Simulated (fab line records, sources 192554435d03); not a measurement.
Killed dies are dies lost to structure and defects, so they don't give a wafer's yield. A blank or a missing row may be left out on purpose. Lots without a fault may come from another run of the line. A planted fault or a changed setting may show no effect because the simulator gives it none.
fab line records | flow n5_finfet
record lots=7 wafers=18 last_day=18
route steps=1938 shown BEOL_M11@1560 PASSIVATION@1936
lots that met no fault: from a run of the same line without faults
start_h: hours from the record's first day to the start of the lot's first wafer shown | wait_h: hours since the lot's step before | " the same as in the row above | L1.1+2: a row that stands for several wafers | - no value, or no start given | * or withheld: withheld | < > ~ a bound
route shown NAME@n: a module of which the file shows steps, and the number in the route of the first | usual: mean/standard deviation of fault-free wafers | same: alike in all rows | chamber/n: place in a boat | sites: the reading at each site | _std_site: their standard deviation | _edge_site: outer sites' mean less inner sites' | radius_mm: how far each site lies from the wafer's centre | mask NAME#n: copy n | behind: the tool/chamber that last shaped the wafer | hold: why the lot was held/for how many hours/how that ended | device: the transistor (n, p or np) that didn't switch | end of line: the same wafers' tests at the end of the route | a step without rows: its recipe alone | killed: dies lost to structure and defects at the first sort, not the wafer's yield | map: a wafer's dies, x killed, . not, _ none there
set.NAME: the setting as run; set.NAME@STEP: as run at that earlier step | model.NAME: the simulator's own value behind a step, which no gauge read
lots at some steps of the route; a table a step, a row a wafer
services: from which hour (start_h, from the record's first day; less than 0 if before it) a tool's chamber was out of use, for how many hours, and why
## steps
# step N5_BEOL_M11_COAT_63
# recipe resist=SOC temp_c=250 time_s=60 spin_rpm=1500 resist_thk_nm=100
# step N5_BEOL_M11_COAT_64
# recipe resist=SiARC temp_c=220 time_s=60 spin_rpm=1500 resist_thk_nm=30
# step N5_BEOL_M11_COAT_22
# recipe resist=CAR-ArF spin_rpm=1500 resist_thk_nm=90
# step N5_BEOL_M11_EBR_24
# recipe solvent=PGMEA ebr_width_mm=1.5
# step N5_BEOL_M11_SOFTBAKE_23
# recipe temp_c=110 time_s=60 resist=CAR-ArF
# step N5_BEOL_M11_EXPOSE_25
# recipe mask_id=V10 na=1.35 source_shape=annular sigma_inner=0.5 sigma_outer=0.8 polarization=unpolarized dose_mj=85.5
# step N5_BEOL_M11_PEB_26
# recipe peb_temp_c=withheld peb_time_s=60 resist=CAR-ArF
# step N5_BEOL_M11_DEVELOP_27
# recipe develop_time_s=30 developer=TMAH resist=CAR-ArF rinse_liquid=diw dry=air_spin dev_temp_c=23
# step N5_BEOL_M11_CD_MEAS_28
# recipe target_cd_nm=70 landing_energy_ev=500 detector=se_inlens polarity=opening
# usual cd_nm=69.4/1.1
# columns lot.wafer tool chamber start_h wait_h cd_nm
L970.1 cd_sem-01 0 222.16 - 67.1
L970.2 " 0 " " 69.0
L970.5 " 0 " " 68.4
L971.1 cd_sem-01 0 228.67 - 68.3
L971.3 " 0 " " 68.3
L971.6 " 0 " " 68.9
L976.1 cd_sem-02 0 242.36 - 67.6
L976.5 " 0 " " 69.6
L976.6 " 0 " " 68.7
L989.1 cd_sem-01 0 351.78 - 69.8
L989.3 " 0 " " 68.9
L989.4 " 0 " " 69.9
L985.4 cd_sem-03 0 371.28 - 70.6
L985.6 " 0 " " 69.2
L987.4 cd_sem-01 0 385.31 - 68.7
L987.5 " 0 " " 69.5
L981.4 cd_sem-01 0 386.65 - 69.6
L981.6 " 0 " " 68.7
# step N5_BEOL_M11_OVL_MEAS_29
# recipe points_per_wafer=44
# usual V10_OVL=-0.1/0.68
# columns lot.wafer tool chamber start_h wait_h V10_OVL[nm]
L970.1 overlay-02 0 222.19 0.0 -1.2
L970.2 " 0 " " -0.2
L970.5 " 0 " " -1.4
L971.1 overlay-01 0 228.70 0.0 0.4
L971.3 " 0 " " 0.6
L971.6 " 0 " " 0.7
L976.1 overlay-02 0 242.39 0.0 -0.3
L976.5 " 0 " " 0.1
L976.6 " 0 " " -0.8
L989.1 overlay-01 0 351.81 0.0 0.1
L989.3 " 0 " " 0.1
L989.4 " 0 " " 0.6
L985.4 overlay-02 0 371.31 0.0 -2.1
L985.6 " 0 " " -0.3
L987.4 overlay-02 0 385.34 0.0 0.1
L987.5 " 0 " " -0.7
L981.4 overlay-02 0 386.67 0.0 -0.6
L981.6 " 0 " " 1.1
# step N5_BEOL_M11_INSPECT_30
# recipe mode=adi inspect_instrument=brightfield
# usual raw_defect_count=434/120
# columns lot.wafer tool chamber start_h wait_h raw_defect_count
L970.1 defect_inspect-02 - 222.21 0.0 366
L970.2 " - " " 503
L970.5 " - " " 464
L971.1 defect_inspect-02 - 228.73 0.0 280
L971.3 " - " " 225
L971.6 " - " " 305
L976.1 defect_inspect-01 - 242.42 0.0 480
L976.5 " - " " 368
L976.6 " - " " 435
L989.1 defect_inspect-02 - 351.83 0.0 560
L989.3 " - " " 479
L989.4 " - " " 482
L985.4 defect_inspect-01 - 371.33 0.0 413
L985.6 " - " " 328
L987.4 defect_inspect-02 - 385.36 0.0 513
L987.5 " - " " 505
L981.4 defect_inspect-02 - 386.70 0.0 225
L981.6 " - " " 274
# step N5_BEOL_M11_DESCUM_33
# recipe chemistry=O2 time_s=7.9 source_power_w=50 bias_power_w=20 pressure_mtorr=20 rf_frequency_hz=2.712e+07 temp_c=40 resist=CAR-ArF o2_flow_sccm=225
# usual bias_power_w=20.00/0.056 drypump_motor_current_A=5.7/0.71 oes_product_au=0.77/0.09 rf_fwd_power_W=49.34/0.23 rf_vpp_V=243.3/1.6 showerhead_plenum_p_Torr=2.10/0.085 throttle_valve_pct=20.46/0.23
# columns lot.wafer tool chamber start_h wait_h bias_power_w drypump_motor_current_A oes_product_au rf_fwd_power_W rf_hours_counter_h rf_vpp_V showerhead_plenum_p_Torr throttle_valve_pct
L970.1 rie_diel-05 0 222.24 0.0 20.06 6.7 0.68 49.29 220 241.4 1.97 20.77
L970.2 " 3 " " 20.03 4.9 0.90 49.24 33 244.3 2.22 20.44
L970.5 " 2 " " 20.00 5.3 0.70 49.04 - 243.8 2.14 20.43
L971.1 rie_diel-05 1 228.76 0.0 20.00 6.7 0.72 49.55 177 242.1 1.98 20.50
L971.3 " 0 " " 20.08 6.7 0.67 49.00 222 241.5 1.97 20.77
L971.6 " 3 " " 19.94 4.9 0.89 49.26 - 246.1 2.22 20.46
L976.1 rie_diel-06 1 242.45 0.0 20.02 5.4 0.72 49.59 203 241.6 2.07 20.55
L976.5 " 0 " " 20.15 6.4 0.81 48.98 - 243.8 2.19 20.12
L976.6 " 1 " " 20.00 5.4 0.71 49.70 - 241.7 2.07 20.55
L989.1 rie_diel-01 1 351.87 0.0 19.96 5.2 0.92 49.24 19 243.7 2.13 20.07
L989.3 " 3 " " 20.09 4.7 0.93 49.61 15 242.9 2.07 20.52
L989.4 " 0 " " 19.94 5.0 0.73 48.98 211 244.4 2.16 20.80
L985.4 rie_diel-06 2 371.62 0.3 19.94 6.5 0.82 49.33 56 242.0 2.03 20.09
L985.6 " 2 " " 19.99 6.5 0.82 49.32 - 243.5 2.03 20.09
L987.4 rie_diel-06 1 385.39 0.0 20.08 5.4 0.68 49.32 242 243.0 2.06 20.59
L987.5 " 3 " " 19.95 5.4 0.70 49.74 - 242.3 2.05 20.45
L981.4 rie_diel-06 2 386.73 0.0 20.10 6.5 0.82 48.99 61 241.8 2.03 20.07
L981.6 " 3 " " 19.93 5.4 0.70 49.79 - 243.2 2.05 20.46
# step N5_BEOL_M11_ETCH_65
# recipe chemistry=CF4 target=SiARC target_depth_a=390 mask_material=CAR-ArF time_s=65 ion_energy_ev=80 pressure_mtorr=40 source_w=545 bias_w=36 Ar_flow_sccm=100 cf4_flow_sccm=100 ends=cleared
# usual drypump_motor_current_A=5.7/0.71 etch_rf_on_time_s=65.2/1.4 oes_product_au=0.66/0.078 rf_fwd_power_W=538.0/2.5 rf_vpp_V=184.2/1.3 showerhead_plenum_p_Torr=2.15/0.077 throttle_valve_pct=15.69/0.24
# columns lot.wafer tool chamber start_h wait_h drypump_motor_current_A etch_rf_on_time_s oes_product_au rf_fwd_power_W rf_hours_counter_h rf_vpp_V showerhead_plenum_p_Torr throttle_valve_pct
L970.1 rie_diel-05 0 222.28 0.0 6.7 65.2 0.59 538.1 220 182.7 2.04 16.06
L970.2 " 3 " " 4.9 64.9 0.77 539.5 33 183.6 2.26 15.55
L970.5 " 2 " " 5.3 66.8 0.59 537.5 - 187.4 2.21 15.74
L971.1 rie_diel-05 1 228.80 0.0 6.7 65.8 0.62 538.5 177 183.0 2.06 15.82
L971.3 " 0 " " 6.7 64.8 0.59 540.0 222 183.1 2.04 16.06
L971.6 " 3 " " 4.9 64.1 0.77 538.7 - 185.6 2.26 15.56
L976.1 rie_diel-06 1 242.49 0.0 5.4 67.9 0.60 541.4 203 184.3 2.12 15.75
L976.5 " 0 " " 6.4 65.6 0.68 532.6 - 186.5 2.24 15.34
L976.6 " 1 " " 5.4 67.4 0.60 539.8 - 186.0 2.12 15.76
L989.1 rie_diel-01 1 351.90 0.0 5.2 61.9 0.80 537.9 19 184.9 2.19 15.32
L989.3 " 3 " " 4.7 64.2 0.79 541.1 15 182.6 2.10 15.49
L989.4 " 0 " " 5.0 65.1 0.62 536.5 211 185.3 2.21 16.01
L985.4 rie_diel-06 2 371.66 0.0 6.5 47.2 0.85 531.3 56 183.1 2.10 15.34
L985.6 " 2 " " 6.5 47.3 0.85 531.0 - 184.4 2.10 15.33
L987.4 rie_diel-06 1 385.43 0.0 5.4 49.9 0.69 539.9 242 182.6 2.11 15.83
L987.5 " 3 " " 5.4 63.9 0.61 538.9 - 185.4 2.12 15.83
L981.4 rie_diel-06 2 386.77 0.0 6.5 47.2 0.84 531.1 61 183.9 2.09 15.35
L981.6 " 3 " " 5.5 47.3 0.72 537.7 - 184.2 2.12 15.82
# step N5_BEOL_M11_ETCH_66
# recipe chemistry=N2/H2 target=SOC target_depth_a=1200 overetch_a=240 mask_material=SiARC temp_c=40 time_s=180 ion_energy_ev=200 pressure_mtorr=30 source_w=840 bias_w=150 n2_flow_sccm=200 h2_flow_sccm=200
# usual drypump_motor_current_A=5.7/0.71 oes_product_au=0.63/0.068 rf_fwd_power_W=836.6/2.3 rf_vpp_V=524.2/2.9 showerhead_plenum_p_Torr=2.55/0.11 throttle_valve_pct=17.88/0.21
# columns lot.wafer tool chamber start_h wait_h drypump_motor_current_A oes_product_au rf_fwd_power_W rf_hours_counter_h rf_vpp_V showerhead_plenum_p_Torr throttle_valve_pct
L970.1 rie_diel-05 0 222.33 0.0 6.7 0.56 836.9 220 521.1 2.39 18.23
L970.2 " 3 " " 5.0 0.71 836.9 33 529.0 2.72 17.82
L970.5 " 2 " " 5.3 0.56 841.0 - 526.6 2.62 17.91
L971.1 rie_diel-05 1 228.85 0.0 6.7 0.58 838.7 178 519.8 2.42 18.00
L971.3 " 0 " " 6.7 0.55 836.6 222 520.5 2.39 18.21
L971.6 " 3 " " 5.0 0.71 836.1 - 528.3 2.71 17.84
L976.1 rie_diel-06 1 242.54 0.0 5.4 0.58 836.6 203 524.7 2.51 17.88
L976.5 " 0 " " 6.4 0.66 832.9 - 529.1 2.68 17.56
L976.6 " 1 " " 5.4 0.59 839.9 - 523.8 2.51 17.88
L989.1 rie_diel-01 1 351.95 0.0 5.2 0.74 834.9 19 524.9 2.59 17.50
L989.3 " 3 " " 4.7 0.75 837.4 15 522.2 2.49 17.73
L989.4 " 0 " " 5.0 0.59 840.0 211 527.7 2.62 18.17
L985.4 rie_diel-06 2 371.71 0.0 6.5 0.66 837.5 56 521.9 2.48 17.56
L985.6 " 2 " " 6.5 0.67 834.8 - 522.4 2.48 17.54
L987.4 rie_diel-06 1 385.48 0.0 5.4 0.56 834.3 242 523.5 2.49 17.94
L987.5 " 3 " " 5.4 0.56 835.4 - 524.2 2.51 18.04
L981.4 rie_diel-06 2 386.82 0.0 6.5 0.65 833.8 61 521.1 2.48 17.56
L981.6 " 3 " " 5.5 0.57 839.6 - 523.8 2.51 18.03
# step N5_PASSIVATION_PROBE_49
# usual defect_limited_yield=91.0/1.5 killed_at_M0_to_M3=32/9.6 killed_at_M4_up=13/4.7 killed_at_contacts=13/7.2 killed_at_front_end=44/13 killed_at_other=4/3.4 killed_dies=106/18 killed_open=70/13 killed_short=35/8 sort_bin_5_function=5.3/0.97 sort_bin_6_memory=3.4/0.73 sort_n_pass=1074/18 sort_yield_pct=91.0/1.5
# same gross_dies=1180 killed_at_back_side=0 sort_bin_4_leakage[%]=0 sort_bin_8_speed[%]=0
# columns lot.wafer tool chamber start_h wait_h defect_limited_yield[%] killed_at_M0_to_M3 killed_at_M4_up killed_at_contacts killed_at_front_end killed_at_other killed_dies killed_open killed_short sort_bin_5_function[%] sort_bin_6_memory[%] sort_n_pass sort_yield_pct[%]
L976.6 prober-02 - 278.85 0.3 92.1 35 3 10 42 3 93 64 29 5.0 2.5 1087 92.1
# killed by level:class
L976.6 FIN_SAQP:geometric_particle:open=14 BEOL_M1:geometric_particle:open=12 STI_FIN_REVEAL:geometric_particle:open=7 MOL_CONTACT_COAG:geometric_particle:open=7 BEOL_M2:geometric_particle:open=7 GATE_CUT:geometric_particle:short=4 BEOL_M0_SAQP:geometric_particle:short=4 BEOL_M0_SAQP:geometric_particle:open=3
## services
# columns tool chamber start_h hours kind
rie_diel-01 1 249.23 - clean
rie_diel-01 1 249.23 - consumable_replace:focus_ring
rie_diel-01 1 249.23 20.2 scheduled_down
rie_diel-01 1 249.23 20.2 vent_cycle
rie_diel-05 - 253.99 4.3 pm
rie_diel-01 3 269.48 - clean
rie_diel-01 3 269.48 - consumable_replace:focus_ring
rie_diel-05 - 284.08 2.4 repair
rie_diel-01 1 294.48 7.1 repair
rie_diel-05 - 295.14 2.8 pm
rie_diel-05 - 320.91 14.6 pm
rie_diel-05 0 348.78 2.5 repair
rie_diel-06 3 349.43 8.6 repair
rie_diel-05 0 357.79 - clean
rie_diel-05 0 357.79 - consumable_replace:focus_ring
rie_diel-05 0 357.79 - consumable_replace:showerhead
rie_diel-05 0 357.79 13.4 scheduled_down
rie_diel-05 0 357.79 13.4 vent_cycle
rie_diel-01 0 362.90 12.3 repair
rie_diel-05 1 368.33 8.1 repair
rie_diel-05 2 376.45 - clean
rie_diel-05 2 376.45 - consumable_replace:focus_ring
rie_diel-05 2 376.45 16.2 scheduled_down
rie_diel-05 2 376.45 16.2 vent_cycle
## key
first_sign step=N5_BEOL_M11_ETCH_65 reading=etch_rf_on_time_s direction=down sigmas=12 usual=* struck=*
effect step=N5_BEOL_M11_ETCH_65 reading=oes_product_au direction=up sigmas=1.7 usual=0.66 struck=0.79
met_at N5_BEOL_M11_ETCH_65
struck_wafers L981.4,L981.6,L985.4,L985.6,L987.4
onset_between 242.49 371.66
fault kind=process_parameter_drift tool=rie_diel-06 chamber=- onset_h=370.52 steps=N5_BEOL_M11_ETCH_65 channel=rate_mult offset=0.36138 shape=step end_h=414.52 scope=struck_wafers_only
